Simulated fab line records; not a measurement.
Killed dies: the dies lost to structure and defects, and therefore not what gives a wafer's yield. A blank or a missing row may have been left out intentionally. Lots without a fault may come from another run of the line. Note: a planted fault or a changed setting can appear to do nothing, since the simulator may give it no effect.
A single fault, viewed from 2 desks + flow n5-finfet + each desk has only its own numbers; what lay behind them comes last

== FROM THE METROLOGY DESK ==
Means of the sampled wafers that have a number, per lot and without regard to the tool the lot ran on: this is what the gauges read. Marked OUT: a lot whose mean sits more than 4 standard deviations from the usual mean, which makes it out of limits; the brackets give that distance.
Columns: A = cd-nm at N5_MIM_BOT_LITHO_CD_MEAS_08, usual 3000.3 nm
| lot  | first seen here | A      |
|------|-----------------|--------|
| L506 | day 11 12:19    | 3001.2 |
| L508 | day 11 12:38    | 3000.2 |
| L507 | day 12 04:16    | 2999.2 |
| L510 | day 12 20:34    | 2998.5 |
| L512 | day 13 17:07    | 2998.1 |
| L519 | day 15 04:07    | 2999.5 |
| L517 | day 15 07:06    | 3000.9 |
| L526 | day 17 06:34    | 3002.7 |
| L527 | day 17 12:29    | 2997.6 |
| L529 | day 18 03:47    | 2996.1 |
| L528 | day 18 03:51    | 3000.0 |
This desk's verdict: no lot among the 11 shows anything out of limits.

== TOOL OWNER'S DESK, rie-diel-05 ==
The tool's own readings at N5_BEOL_M14_STRIP_37 (strips in O2): means of the sampled wafers that have a number, for each lot that ran on this tool. Marked OUT: a lot whose mean sits more than 4 standard deviations from the usual mean, which makes it out of limits; the brackets give that distance.
Columns: A = drypump-motor-current-A at N5_BEOL_M14_STRIP_37, usual 5.7 A; B = oes-product-au at N5_BEOL_M14_STRIP_37, usual 0.83 a.u.; C = rf-vpp-V at N5_BEOL_M14_STRIP_37, usual 3.6 V; D = showerhead-plenum-p-Torr at N5_BEOL_M14_STRIP_37, usual 2.10 Torr; E = throttle-valve-pct at N5_BEOL_M14_STRIP_37, usual 16.48 %
| lot  | first seen here | A   | B    | C   | D    | E     |
|------|-----------------|-----|------|-----|------|-------|
| L506 | day 10 21:53    | 5.3 | 0.90 | 2.8 | 2.10 | 16.31 |
| L510 | day 12 08:13    | 5.9 | 0.73 | 5.2 | 2.07 | 16.71 |
| L526 | day 16 17:51    | 5.6 | 0.80 | 3.8 | 2.09 | 16.56 |
| L527 | day 16 23:08    | 5.9 | 0.70 | 4.0 | 2.06 | 16.76 |
This desk's verdict: no lot among the 4 shows anything out of limits.

== ALL TOGETHER ==
Metrology desk: nothing out of limits seen.
Nothing out of limits was seen by the tool owner's desk.

== WHAT HAD BEEN PUT IN BY THE SIMULATOR ==
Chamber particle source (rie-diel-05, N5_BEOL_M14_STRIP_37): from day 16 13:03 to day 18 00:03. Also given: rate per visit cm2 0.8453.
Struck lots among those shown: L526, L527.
